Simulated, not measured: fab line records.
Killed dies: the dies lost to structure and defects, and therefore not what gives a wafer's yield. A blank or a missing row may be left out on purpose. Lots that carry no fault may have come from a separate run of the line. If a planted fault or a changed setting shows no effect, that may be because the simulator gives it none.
Matching of chambers	flow nandHarc	cmp-01 running NHARC_P_CONTACT_CMP_24: 4 sister chambers
The step polishes, t overpolish 30 s, target thk 200 nm. 4 wafers are shown with their chamber, then 7 later ones without.

## WAFERS, EACH WITH ITS CHAMBER
wafer	chamber	motorCurrentA (A)
L829.4	0	13.0
L837.4	1	11.6
L841.3	2	12.7
L841.5	3	11.7

## WAFERS WHOSE CHAMBER IS MISSING
wafer	motorCurrentA (A)
L841.6	13.4
L839.1	10.5
L839.3	12.5
L839.6	12.2
L848.1	12.3
L848.2	12.7
L848.5	12.4

## EACH ONE'S CHAMBER
wafer	from the rows above	in truth
L841.6	can't be placed: 0 or 2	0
L839.1	can't be placed: 1 or 3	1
L839.3	can't be placed: 2 or 0 or 3 or 1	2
L839.6	can't be placed: 2 or 3 or 1 or 0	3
L848.1	can't be placed: 2 or 3 or 0 or 1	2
L848.2	can't be placed: 2 or 0 or 3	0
L848.5	can't be placed: 2 or 0 or 3 or 1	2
Correctly placed: 0 of 7. Can't be placed from these rows: 7 (the true chamber is among the candidates in 7). Placed wrongly: 0.
How it was worked out, from the rows above alone: a wafer's distance from a chamber is the root of the sum, over the readings, of the square of ((its reading less the chamber's mean) divided by the reading's scatter). If the next closest chamber is less than 2 further off than the closest, the wafer can't be placed; otherwise it belongs to the closest. A chamber's mean is the mean of its shown wafers. The scatter: with one shown wafer a chamber, the root of the mean of the squares of how far each hidden wafer lies from its nearest shown one.
